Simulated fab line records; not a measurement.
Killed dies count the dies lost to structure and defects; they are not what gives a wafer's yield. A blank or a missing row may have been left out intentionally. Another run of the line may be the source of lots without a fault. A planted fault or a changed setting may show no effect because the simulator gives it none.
Matching of chambers | flow n5Finfet | 3 sister chambers for N5_BEOL_M15_DEP_53 on pecvd-03
The step deposits SiCN from 3MS/NH3, target thk 50 nm, time 17.8 s. 3 wafers are shown with their chamber, then 7 later ones without.

## WAFERS WITH THEIR CHAMBER
wafer  | chamber | throttleValvePct (%)
L182.1 | 1       | 19.1
L181.2 | 0       | 18.1
L181.4 | 2       | 16.3

## WAFERS WITHOUT THEIR CHAMBER
wafer  | throttleValvePct (%)
L181.5 | 19.0
L184.1 | 18.8
L184.5 | 18.5
L184.6 | 16.4
L187.2 | 18.1
L187.3 | 19.1
L187.4 | 18.1

## WHICH CHAMBER EACH ONE RAN IN
wafer  | from the rows above     | in truth
L181.5 | 1                       | 1
L184.1 | 1                       | 1
L184.5 | can't be placed: 0 or 1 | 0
L184.6 | 2                       | 2
L187.2 | 0                       | 0
L187.3 | 1                       | 1
L187.4 | 0                       | 0
Placed correctly: 6 of 7. Can't be placed from these rows: 1 (the true chamber is among the candidates in 1). Number placed wrongly: 0.
How it was worked out, from the rows above alone: a wafer's distance from a chamber is the root of the sum, over the readings, of the square of ((its reading less the chamber's mean) divided by the reading's scatter). The wafer belongs to the nearest chamber; if the next one is less than 2 further off, it can't be placed. A chamber's mean is the mean of its shown wafers. The scatter (one wafer shown for each chamber): square how far every hidden wafer sits from the nearest shown wafer, average those squares and take the square root.
